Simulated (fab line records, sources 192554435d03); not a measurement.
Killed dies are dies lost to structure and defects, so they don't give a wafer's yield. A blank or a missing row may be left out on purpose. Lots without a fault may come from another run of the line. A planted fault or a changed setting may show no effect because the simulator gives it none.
Chamber matching | flow n5_finfet | N5_BEOL_M6_ETCH_61 on rie_diel-02: 4 sister chambers
The step etches SiARC in CF4, target depth 45.5 nm, time 75.8 s. 8 wafers are shown with their chamber, then 12 later ones without.

WAFERS WITH THEIR CHAMBER
wafer  | chamber | drypump_motor_current_A (A) | showerhead_plenum_p_Torr (Torr)
L080.1 | 0       | 5.2                         | 2.13
L084.4 | 3       | 5.9                         | 2.23
L084.6 | 3       | 5.9                         | 2.23
L085.2 | 1       | 6.2                         | 2.05
L085.3 | 0       | 5.2                         | 2.12
L088.1 | 1       | 6.1                         | 2.05
L088.3 | 2       | 5.7                         | 2.08
L088.6 | 2       | 5.7                         | 2.08

WAFERS WITHOUT THEIR CHAMBER
wafer  | drypump_motor_current_A (A) | showerhead_plenum_p_Torr (Torr)
L093.2 | 5.2                         | 2.12
L093.4 | 5.9                         | 2.22
L093.5 | 6.1                         | 2.05
L092.1 | 5.2                         | 2.12
L092.2 | 5.7                         | 2.08
L092.5 | 5.9                         | 2.22
L095.2 | 5.9                         | 2.22
L095.3 | 5.7                         | 2.08
L095.5 | 5.7                         | 2.08
L097.2 | 5.7                         | 2.08
L097.3 | 6.1                         | 2.04
L097.5 | 5.2                         | 2.12

WHICH CHAMBER EACH WENT THROUGH
wafer  | from the rows above | in truth
L093.2 | 0                   | 0
L093.4 | 3                   | 3
L093.5 | 1                   | 1
L092.1 | 0                   | 0
L092.2 | 2                   | 2
L092.5 | 3                   | 3
L095.2 | 3                   | 3
L095.3 | 2                   | 2
L095.5 | 2                   | 2
L097.2 | 2                   | 2
L097.3 | 1                   | 1
L097.5 | 0                   | 0
Placed correctly: 12 of 12. Can't be placed from these rows: 0. Placed wrongly: 0.
How it was worked out, from the rows above alone: a wafer's distance from a chamber is the root of the sum, over the readings, of the square of ((its reading less the chamber's mean) divided by the reading's scatter). The wafer belongs to the nearest chamber; if the next one is less than 2 further off, it can't be placed. A chamber's mean is the mean of its shown wafers. The scatter: the root of (the sum of the squares of (reading less its chamber's mean) over the shown wafers, divided by (wafers less chambers)).
